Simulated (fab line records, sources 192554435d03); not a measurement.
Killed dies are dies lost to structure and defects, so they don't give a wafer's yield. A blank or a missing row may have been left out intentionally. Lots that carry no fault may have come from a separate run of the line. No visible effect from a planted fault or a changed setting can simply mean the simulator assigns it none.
Which tool did it? | flow n5Finfet | Sampling: 10 lots, 30 wafers, 5 of 1938 route steps

WHAT EACH GAUGE READ, for each wafer
No reading from a measuring or inspecting step in the record can be judged against a usual standard deviation.

EACH LOT AND THE TOOL THAT RAN IT (in order: tool; ch and the chambers of the sampled wafers; start)
lot  | N5_BEOL_M15_ETCH_57               | N5_BEOL_M15_ETCH_61               | N5_BEOL_M15_TRENCH_ETCH_34        | N5_BEOL_M15_PRE_CLEAN_42    | N5_PASSIVATION_PROBE_49
L779 | rieDiel-03 ch 2,3, day 12 09:28   | rieDiel-02 ch 0,3, day 12 10:22   | rieDiel-02 ch 0,3, day 12 10:25   | pvdSputter-01, day 12 11:17 | -
L781 | rieDiel-03 ch 0,2,3, day 12 17:02 | rieDiel-06 ch 0,1,2, day 12 18:12 | rieDiel-06 ch 0,1,2, day 12 18:15 | pvdSputter-03, day 12 19:25 | -
L783 | rieDiel-02 ch 1,2, day 13 10:55   | rieDiel-03 ch 2,3, day 13 11:56   | rieDiel-03 ch 2,3, day 13 11:59   | pvdSputter-02, day 13 15:59 | -
L785 | rieDiel-06 ch 0,1,3, day 13 19:07 | rieDiel-03 ch 0,2,3, day 13 20:08 | rieDiel-03 ch 0,2,3, day 13 20:11 | pvdSputter-01, day 13 20:47 | -
L789 | rieDiel-06 ch 0,3, day 16 13:02   | rieDiel-03 ch 0,2,3, day 16 14:03 | rieDiel-03 ch 0,2,3, day 16 14:06 | pvdSputter-03, day 16 15:35 | -
L788 | rieDiel-02 ch 1,3, day 17 03:07   | rieDiel-02 ch 1,2, day 17 04:18   | rieDiel-02 ch 1,2, day 17 04:21   | pvdSputter-02, day 17 08:08 | prober-02, day 18 00:25
L797 | rieDiel-06 ch 1,2, day 18 07:47   | rieDiel-02 ch 0,2,3, day 18 08:58 | rieDiel-02 ch 0,2,3, day 18 09:01 | pvdSputter-01, day 18 09:41 | -
L799 | rieDiel-02 ch 0,1,2, day 18 16:36 | rieDiel-02 ch 0,1,3, day 18 17:30 | rieDiel-02 ch 0,1,3, day 18 17:33 | pvdSputter-01, day 19 01:10 | -
L802 | rieDiel-06 ch 0,1,2, day 19 00:45 | rieDiel-03 ch 0,1,3, day 19 01:56 | rieDiel-03 ch 0,1,3, day 19 01:59 | pvdSputter-02, day 19 02:47 | -
L801 | rieDiel-03 ch 0,2,3, day 19 20:31 | rieDiel-03 ch 0,1, day 19 21:24   | rieDiel-03 ch 0,1, day 19 21:28   | pvdSputter-03, day 19 23:58 | -
- N5_BEOL_M15_ETCH_57: etches SOC in N2/H2, time 750 s.
- N5_BEOL_M15_ETCH_61: etches BARC in N2/H2, target depth 89 nm, overetch 26.7 nm, time 67.9 s.
- N5_BEOL_M15_TRENCH_ETCH_34: etches SiO2 in C4F8/O2/Ar, target depth 872.93 nm, time 199 s.
- N5_BEOL_M15_PRE_CLEAN_42: time 30 s.
- N5_PASSIVATION_PROBE_49

WHAT THE TOOLS THEMSELVES READ (means of the sampled wafers that have a number; where no wafer has one, the mark that the record gives instead)
N5_BEOL_M15_ETCH_57. Usual: biasW 350.0 W, standard deviation 1; drypumpMotorCurrentA 5.6 A, standard deviation 0.48; oesProductAu 0.81 a.u., standard deviation 0.088; rfVppV 524.0 V, standard deviation 2.8; showerheadPlenumPTorr 2.55 Torr, standard deviation 0.099; throttleValvePct 17.73 %, standard deviation 0.19.
lot  | tool       | biasW (W) | drypumpMotorCurrentA (A) | oesProductAu (a.u.) | rfVppV (V) | showerheadPlenumPTorr (Torr) | throttleValvePct (%) | flag
L779 | rieDiel-03 | 351.0     | 5.4                      | 0.92                | 528.2      | 2.71                         | 17.62                | 
L781 | rieDiel-03 | 350.2     | 5.2                      | 0.87                | 526.4      | 2.63                         | 17.58                | 
L783 | rieDiel-02 | 350.1     | 6.1                      | 0.77                | 526.1      | 2.61                         | 17.75                | 
L785 | rieDiel-06 | 350.3     | 5.4                      | 0.74                | 522.6      | 2.54                         | 17.95                | 
L789 | rieDiel-06 | 349.9     | 5.4                      | 0.73                | 522.9      | 2.50                         | 17.93                | 
L788 | rieDiel-02 | 350.9     | 6.1                      | 0.80                | 522.8      | 2.53                         | 17.82                | 
L797 | rieDiel-06 | 349.8     | 5.9                      | 0.87                | 524.3      | 2.53                         | 17.76                | 
L799 | rieDiel-02 | 349.2     | 6.0                      | 0.77                | 524.7      | 2.54                         | 17.74                | 
L802 | rieDiel-06 | 350.7     | 5.8                      | 0.82                | 522.5      | 2.49                         | 17.70                | 
L801 | rieDiel-03 | 350.6     | 5.2                      | 0.80                | 525.4      | 2.60                         | 17.68                | 

N5_BEOL_M15_ETCH_61. Usual: biasW 150.0 W, standard deviation 0.44; drypumpMotorCurrentA 5.6 A, standard deviation 0.47; oesProductAu 0.70 a.u., standard deviation 0.066; rfVppV 524.6 V, standard deviation 2.8; showerheadPlenumPTorr 2.57 Torr, standard deviation 0.098; throttleValvePct 17.82 %, standard deviation 0.18.
lot  | tool       | biasW (W) | drypumpMotorCurrentA (A) | oesProductAu (a.u.) | rfVppV (V) | showerheadPlenumPTorr (Torr) | throttleValvePct (%) | flag
L779 | rieDiel-02 | 149.8     | 5.7                      | 0.72                | 521.9      | 2.47                         | 17.88                | 
L781 | rieDiel-06 | 150.1     | 5.7                      | 0.66                | 522.6      | 2.50                         | 17.88                | 
L783 | rieDiel-03 | 149.9     | 5.4                      | 0.75                | 527.6      | 2.70                         | 17.72                | 
L785 | rieDiel-03 | 149.7     | 5.2                      | 0.73                | 527.0      | 2.62                         | 17.71                | 
L789 | rieDiel-03 | 149.8     | 5.2                      | 0.71                | 525.7      | 2.62                         | 17.74                | 
L788 | rieDiel-02 | 149.6     | 6.2                      | 0.67                | 525.3      | 2.58                         | 17.82                | 
L797 | rieDiel-02 | 154.2     | 5.8                      | 0.64                | 532.3      | 2.50                         | 18.03                | OFF
L799 | rieDiel-02 | 154.6     | 5.9                      | 0.67                | 531.7      | 2.49                         | 17.96                | OFF
L802 | rieDiel-03 | 150.4     | 5.4                      | 0.70                | 525.6      | 2.57                         | 17.76                | 
L801 | rieDiel-03 | 149.9     | 5.2                      | 0.68                | 521.8      | 2.50                         | 17.75                | 

N5_BEOL_M15_TRENCH_ETCH_34. Usual: biasW 2040 W, standard deviation 6.3; drypumpMotorCurrentA 5.6 A, standard deviation 0.47; oes_ar_750_au 0.82 a.u., standard deviation 0.076; oes_f_703_au 0.82 a.u., standard deviation 0.077; oesProductAu 0.82 a.u., standard deviation 0.081; rfVppV 2223 V, standard deviation 20; showerheadPlenumPTorr 3.47 Torr, standard deviation 0.12; throttleValvePct 30.90 %, standard deviation 0.17.
lot  | tool       | biasW (W) | drypumpMotorCurrentA (A) | oes_ar_750_au (a.u.) | oes_f_703_au (a.u.) | oesProductAu (a.u.) | rfVppV (V) | showerheadPlenumPTorr (Torr) | throttleValvePct (%) | flag
L779 | rieDiel-02 | 2041      | 5.7                      | 0.84                 | 0.84                | 0.83                | 2197       | 3.35                         | 31.04                | 
L781 | rieDiel-06 | 2047      | 5.8                      | 0.77                 | 0.77                | 0.77                | 2214       | 3.40                         | 30.94                | 
L783 | rieDiel-03 | 2039      | 5.4                      | 0.86                 | 0.86                | 0.88                | 2245       | 3.62                         | 30.74                | 
L785 | rieDiel-03 | 2039      | 5.2                      | 0.84                 | 0.84                | 0.85                | 2235       | 3.53                         | 30.77                | 
L789 | rieDiel-03 | 2043      | 5.2                      | 0.82                 | 0.82                | 0.82                | 2234       | 3.52                         | 30.78                | 
L788 | rieDiel-02 | 2044      | 6.3                      | 0.79                 | 0.79                | 0.78                | 2217       | 3.51                         | 30.94                | 
L797 | rieDiel-02 | 2036      | 5.8                      | 0.75                 | 0.76                | 0.74                | 2206       | 3.39                         | 31.08                | 
L799 | rieDiel-02 | 2038      | 5.9                      | 0.78                 | 0.79                | 0.78                | 2201       | 3.38                         | 31.06                | 
L802 | rieDiel-03 | 2038      | 5.4                      | 0.82                 | 0.82                | 0.82                | 2232       | 3.48                         | 30.81                | 
L801 | rieDiel-03 | 2042      | 5.2                      | 0.79                 | 0.78                | 0.79                | 2222       | 3.39                         | 30.82                | 

N5_BEOL_M15_PRE_CLEAN_42. Usual: 495 W for heaterPowerW, sd 53.
lot  | tool          | heaterPowerW (W) | flag
L779 | pvdSputter-01 | 452              | 
L781 | pvdSputter-03 | 444              | 
L783 | pvdSputter-02 | 554              | 
L785 | pvdSputter-01 | 458              | 
L789 | pvdSputter-03 | 434              | 
L788 | pvdSputter-02 | 517              | 
L797 | pvdSputter-01 | 518              | 
L799 | pvdSputter-01 | 446              | 
L802 | pvdSputter-02 | 559              | 
L801 | pvdSputter-03 | 444              | 

N5_PASSIVATION_PROBE_49. Usual: defectLimitedYield 91.6 %, standard deviation 1.6; killed_at_M0_to_M3 32, standard deviation 9.7; killed_at_M4_up 13, standard deviation 4.4; killedAtContacts 12, standard deviation 6.5; killedAtFrontEnd 38, standard deviation 12; killedAtOther 3.7, standard deviation 3; killedDies 99, standard deviation 18; killedOnRim 13, standard deviation 3.9; killedOpen 66, standard deviation 14; killedShort 32, standard deviation 7.5; sort_bin_5_function 4.9 %, standard deviation 1; sort_bin_6_memory 3.2 %, standard deviation 0.73; sortNPass 1081, standard deviation 18; sortYieldPct 91.6 %, standard deviation 1.6.
lot  | tool      | defectLimitedYield (%) | killed_at_M0_to_M3 | killed_at_M4_up | killedAtContacts | killedAtFrontEnd | killedAtOther | killedDies | killedOnRim | killedOpen | killedShort | sort_bin_5_function (%) | sort_bin_6_memory (%) | sortNPass | sortYieldPct (%) | flag
L788 | prober-02 | 93.4                   | 25                 | 14              | 8                | 24               | 6.7           | 78         | 8           | 52         | 24          | 4.2                     | 2.3                   | 1102      | 93.4             | 

THE ANSWER, worked out from the rows above alone
Rule: lot off if the mean of its wafers having a number is beyond 3 standard deviations from the usual mean. Also off: a lot with no number at a reading for which 4 or more lots have one. All remaining lots with rows at the step are treated as sound. After the gauges, taken in route order, come the tools' own readings; for these a lot's mean is taken, as printed above. At the first step where some lot is off, the reading lying furthest off is the one used; lots without a number count as furthest.
Off at N5_BEOL_M15_ETCH_61 (biasW): L797, L799.
A tool fits if, at that step or a process step before it, it ran every lot that is off, and no sound lot after the first of them. One fits: N5_BEOL_M15_ETCH_61 on rieDiel-02. A fault onset in the window from L788 (day 17 04:18, its last sound lot) to L797 (day 18 08:58, its first lot off) fits.
The tool's own readings at N5_BEOL_M15_ETCH_61 bear it out: on the lots that are off they differ by more than 5 times the standard deviation of the sound lots' means. biasW reads 154.4 W there against 149.9 W on the sound lots.

WHAT WAS PUT IN BY THE SIMULATOR
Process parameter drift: rieDiel-02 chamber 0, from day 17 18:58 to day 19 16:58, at N5_BEOL_M15_ETCH_61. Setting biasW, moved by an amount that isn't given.
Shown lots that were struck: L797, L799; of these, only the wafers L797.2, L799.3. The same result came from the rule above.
